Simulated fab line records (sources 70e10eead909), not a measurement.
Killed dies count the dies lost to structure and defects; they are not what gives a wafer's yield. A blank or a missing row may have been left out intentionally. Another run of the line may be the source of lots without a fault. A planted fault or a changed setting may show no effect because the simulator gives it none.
Which tool did it? + flow nand harc + 6 lots with 18 wafers sampled at 3 steps, on a route of 1302 steps

## WHAT EACH GAUGE READ, for each wafer
NHARC_P_ZERO_WELL_INSPECT_43.
| lot  | measured     | on                | raw defect count |
|------|--------------|-------------------|------------------|
| L517 | day 2 23:22  | defect inspect-02 | 13 9 15          |
| L522 | day 5 01:22  | defect inspect-01 | 19 21 9          |
| L525 | day 6 08:17  | defect inspect-02 | 8 11 3           |
| L531 | day 8 21:36  | defect inspect-02 | 1282 22 30       |
| L535 | day 10 13:25 | defect inspect-01 | 14 6 14          |
| L538 | day 11 17:37 | defect inspect-02 | 12 7 13          |

## EACH LOT AND THE TOOL THAT RAN IT (in order: tool; ch and the chambers of the sampled wafers; start)
| lot  | NHARC_P_ZERO_WELL_DESCUM_13        | NHARC_P_ZERO_WELL_ETCH_65          |
|------|------------------------------------|------------------------------------|
| L517 | rie diel-07 ch 0,1,2, day 2 17:18  | rie diel-07 ch 1,2,3, day 2 17:22  |
| L522 | rie diel-02 ch 0,1,3, day 4 19:17  | rie diel-02 ch 0,2,3, day 4 19:23  |
| L525 | rie diel-02 ch 0,1,2, day 6 01:40  | rie diel-02 ch 2,3, day 6 01:45    |
| L531 | rie diel-07 ch 1,2,3, day 8 13:28  | rie diel-07 ch 1,2,3, day 8 13:34  |
| L535 | rie diel-04 ch 0,1,2, day 10 06:29 | rie diel-04 ch 0,1,3, day 10 06:35 |
| L538 | rie diel-07 ch 0,3, day 11 11:25   | rie diel-07 ch 0,2, day 11 11:30   |
- NHARC_P_ZERO_WELL_DESCUM_13: chemistry O2, time 3 s.
- NHARC_P_ZERO_WELL_ETCH_65: etches the open film in N2/H2, target depth 80 nm, overetch 24 nm, time 87.88 s.

## THE ANSWER, worked out from the rows above alone
Rule: the lots themselves supply what counts as usual. Put in order of their means at a reading, lots are off if they are a third of the lots or fewer, leave a main group of 4 or more, and stand apart from it by a gap of 3 or more times the standard deviation of the main group's means; of several such gaps the widest counts. The tables above print the reading to a certain number of digits; a main group whose means all agree to those digits is not used. Also off: a lot with no number at a reading for which 4 or more lots have one. Where the step has rows for the other lots, those lots are counted as sound.
Off: L531, at NHARC_P_ZERO_WELL_INSPECT_43 (raw defect count). The main group has a mean of 12 with a standard deviation of 2.9.
A tool fits if, at a process step before that reading, it ran every lot that is off, and no sound lot after the first of them. Gauges at NHARC_P_ZERO_WELL_INSPECT_43: tried the same way as those tools. Not one of the candidates tried fits.

## WHAT THE SIMULATOR HAD INSERTED
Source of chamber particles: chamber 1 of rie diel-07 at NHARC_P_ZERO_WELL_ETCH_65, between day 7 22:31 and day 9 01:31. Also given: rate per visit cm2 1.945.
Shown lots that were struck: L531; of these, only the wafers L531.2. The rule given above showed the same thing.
